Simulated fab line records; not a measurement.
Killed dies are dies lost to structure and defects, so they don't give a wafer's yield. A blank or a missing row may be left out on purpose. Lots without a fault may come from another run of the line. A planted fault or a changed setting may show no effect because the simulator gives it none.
Struck lot and sound lot, side by side ; flow nand_harc ; 14 out of 1159 route steps
Sound: the wafers L890.1, L890.3, L890.4. Wafers struck: L908.2, L908.4, L908.5. The cause comes at the end.
Order at every step that has rows: each side's tool, ch and its chambers, its first start. Under that, the readings that differ: sound wafers ; struck wafers ; difference of the means ; sigmas: that difference in standard deviations of wafers without a fault.
alike: readings whose means differ by less than 2 such deviations, and words and numbers that are the same on both sides. not compared: withheld readings, readings that some wafer has no value for, bounds like >300 that may hide the same value, and numbers for which the record gives no deviation and whose values overlap.
Wherever a step has rows on one side only, a row that says differs or no value, or a row with sigmas, the two part there. Numbers that have no deviation but don't overlap get no sigmas and don't part them. Lack of a reading on every wafer of one side parts them only where that side has two or more wafers.

NHARC_A_CONTACT_ETCH_122: etches the open film in C4F8/O2/Ar, time 95 s, target depth 930 nm.
  sound on har_cap_etch-01 ch 0,1, day 16 13:20; struck on har_cap_etch-02 ch 0,1, day 21 18:13
  not compared: rf_hours_counter_h
NHARC_A_CONTACT_ETCH_123: etches the open film in C4F8/O2/Ar, time 253 s, target depth 1090 nm.
  sound on har_cap_etch-01 ch 0,1, day 16 13:26; struck on har_cap_etch-02 ch 0,1, day 21 18:18
  not compared: rf_hours_counter_h
then, 1 step without rows for these wafers: NHARC_A_CONTACT_ETCH_90 (etches the open film in CH3F/O2, target depth 40 nm, time 85.7 s).
NHARC_A_CONTACT_ETCH_96: etches the open film in C4F6/O2, target depth 20 nm, time 10 s.
  sound on rie_diel-12 ch 1,2, day 16 14:13; struck on rie_diel-12 ch 0,3, day 21 19:14
  alike: drypump_motor_current_A, oes_product_au, rf_vpp_V, showerhead_plenum_p_Torr, throttle_valve_pct
  not compared: rf_hours_counter_h
NHARC_A_CONTACT_CD_MEAS_53:
  sound: cd_sem-01 at day 16 14:17; struck: cd_sem-02 at day 21 19:19
  alike: cd_nm
then, 3 steps without rows for these wafers: NHARC_A_CONTACT_STRIP_99 (strips in N2/H2); NHARC_A_CONTACT_STRIP_100 (strips in CF4/CHF3); NHARC_A_CONTACT_STRIP_101 (strips in O2/COS).
NHARC_A_CONTACT_ETCH_102: etches the open film in CF4/O2, target depth 70 nm, overetch 7 nm, time 38.5 s.
  sound on rie_diel-12 ch 1,2, day 16 14:37; struck on rie_diel-04 ch 0,1, day 21 20:43
  alike: drypump_motor_current_A, oes_product_au, rf_vpp_V, showerhead_plenum_p_Torr, throttle_valve_pct
  not compared: rf_hours_counter_h
then, 2 steps without rows for these wafers: NHARC_A_CONTACT_STRIP_55 (strips in O2); NHARC_A_CONTACT_STRIP_56 (strips in post etch residue remover, time 600 s).
NHARC_A_CONTACT_DEP_57: deposits aC, target thk 2800 nm.
  sound on acl_dep-02 ch 0, day 16 18:22; struck on acl_dep-02 ch 0, day 21 22:38
  alike: throttle_valve_pct
NHARC_A_CONTACT_DEP_58: deposits SiON, target thk 60 nm.
  sound on pecvd-03 ch 0,2, day 16 20:09; struck on pecvd-01 ch 0,1,2, day 22 00:09
reading;sound;struck;difference;sigmas
rf_fwd_power_W (W);347.9 348.0 349.6;290.6 292.9 291.8;-56.7;-52
  alike: chamber_pressure_Torr, heater_power_w
then, 1 step without rows for these wafers: NHARC_A_CONTACT_DEHYDRATE_59 (time 120 s).

WHERE THEY PART
Only at NHARC_A_CONTACT_DEP_58, within this record.

WHY: the cause the simulator had injected
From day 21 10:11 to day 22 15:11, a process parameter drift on pecvd-01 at NHARC_A_CONTACT_DEP_58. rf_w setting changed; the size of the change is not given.
